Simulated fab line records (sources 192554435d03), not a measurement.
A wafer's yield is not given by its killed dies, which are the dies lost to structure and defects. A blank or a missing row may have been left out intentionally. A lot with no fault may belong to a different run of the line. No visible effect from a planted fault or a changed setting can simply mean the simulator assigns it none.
Shared-tool check	flow n5 finfet	Lots sampled 8, wafers sampled 24

REASON FOR OPENING
Flagged at N5_SD_EPI_N_INSPECT_26: reading raw defect count, on 3 of 8 lots. Fault-free wafers read 203, with a standard deviation of 45.
Rule: flag the lot when none of its wafers has a number, or when each of its wafers that has one lies beyond 4 standard deviations from that mean. The rest of the lots are taken to be sound.

lot	measured	on	raw defect count, wafer by wafer	flag
L584	day 5 08:22	defect inspect-02	181 270 220	
L585	day 5 15:11	defect inspect-01	236 207 252	
L588	day 6 11:21	defect inspect-01	184 182 212	
L590	day 6 17:28	defect inspect-01	217 204 139	
L591	day 7 00:40	defect inspect-01	1093 1145 1097	FLAGGED
L592	day 7 04:14	defect inspect-02	1116 1123 1127	FLAGGED
L593	day 7 11:48	defect inspect-01	1097 1084 1085	FLAGGED
L599	day 8 22:47	defect inspect-02	299 244 213	
The numbers of the flagged lots are 1107 on average: +904 against the usual, or +20 standard deviations.

LOT BY LOT: THE TOOL USED
The record holds 3 process steps before the reading, out of a route of 1938 steps. In each cell: the tool, then ch and the chambers that the sampled wafers went through, then the start.
lot	flag	N5_SD_EPI_N_ETCH_35	N5_SD_EPI_N_SD_RECESS_17	N5_SD_EPI_N_PRECLEAN_49
L584		rie diel-03 ch 0,2,3, day 5 04:26	rie si-02 ch 1,2, day 5 05:02	remote plasma-01 ch 0, day 5 07:55
L585		rie diel-03 ch 1,2,3, day 5 11:20	rie si-03 ch 0,2,3, day 5 11:55	remote plasma-02 ch 0, day 5 14:44
L588		rie diel-03 ch 0,1,2, day 6 05:35	rie si-03 ch 1,2,3, day 6 06:11	remote plasma-01 ch 0, day 6 10:45
L590		rie diel-03 ch 1,2,3, day 6 11:51	rie si-03 ch 0,3, day 6 12:26	remote plasma-02 ch 0, day 6 16:59
L591	FLAGGED	rie diel-01 ch 1,2, day 6 17:36	rie si-02 ch 1,2, day 6 18:12	remote plasma-01 ch 0, day 7 00:02
L592	FLAGGED	rie diel-04 ch 1,2,3, day 7 00:23	rie si-01 ch 1,2, day 7 00:58	remote plasma-01 ch 0, day 7 03:47
L593	FLAGGED	rie diel-04 ch 1,2,3, day 7 06:54	rie si-03 ch 0,2,3, day 7 07:30	remote plasma-01 ch 1, day 7 11:05
L599		rie diel-04 ch 0,3, day 8 18:08	rie si-02 ch 1,2, day 8 18:44	remote plasma-02 ch 0, day 8 22:16
These steps, and what they do:
- N5_SD_EPI_N_ETCH_35: etches SOC in N2/H2, overetch 108 nm, time 486 s.
- N5_SD_EPI_N_SD_RECESS_17: chemistry HBr/Cl2/O2, target depth 41 nm, time 23.7 s, bt time 3 s.
- N5_SD_EPI_N_PRECLEAN_49: cleans in NF3:NH3, afs cycles 1, time 20 s, sublimation time 60 s.
- N5_SD_EPI_N_INSPECT_26: inspects for defects (darkfield).

FLAGGED OVER TOTAL, TOOL BY TOOL (the gauges that took the reading come last)
step	tool	lots run	flagged	share of the flagged lots	sound lots run after its first flagged lot
N5_SD_EPI_N_ETCH_35	rie diel-01	1	1	some	0
N5_SD_EPI_N_ETCH_35	rie diel-03	4	0	none	-
N5_SD_EPI_N_ETCH_35	rie diel-04	3	2	some	1 (L599)
N5_SD_EPI_N_SD_RECESS_17	rie si-01	1	1	some	0
N5_SD_EPI_N_SD_RECESS_17	rie si-02	3	1	some	1 (L599)
N5_SD_EPI_N_SD_RECESS_17	rie si-03	4	1	some	0
N5_SD_EPI_N_PRECLEAN_49	remote plasma-01	5	3	all	0
N5_SD_EPI_N_PRECLEAN_49	remote plasma-02	3	0	none	-
N5_SD_EPI_N_INSPECT_26	defect inspect-01	5	2	some	0
N5_SD_EPI_N_INSPECT_26	defect inspect-02	3	1	some	1 (L599)

WHAT THE TABLE ALLOWS
All flagged lots share 1 row of the table, namely remote plasma-01 at N5_SD_EPI_N_PRECLEAN_49.
- remote plasma-01 at N5_SD_EPI_N_PRECLEAN_49 ran 5 lots, 3 of them flagged. It ran its last sound lot, L588, at day 6 10:45 and its first flagged lot, L591, at day 7 00:02: a fault with its onset between the two fits.
Just one tool remains: remote plasma-01 at N5_SD_EPI_N_PRECLEAN_49.

WHAT HAD BEEN PUT IN BY THE SIMULATOR
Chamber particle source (remote plasma-01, N5_SD_EPI_N_PRECLEAN_49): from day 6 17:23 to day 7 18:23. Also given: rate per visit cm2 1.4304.
Lots struck among those shown: L591, L592, L593. The same result came from the rule above.
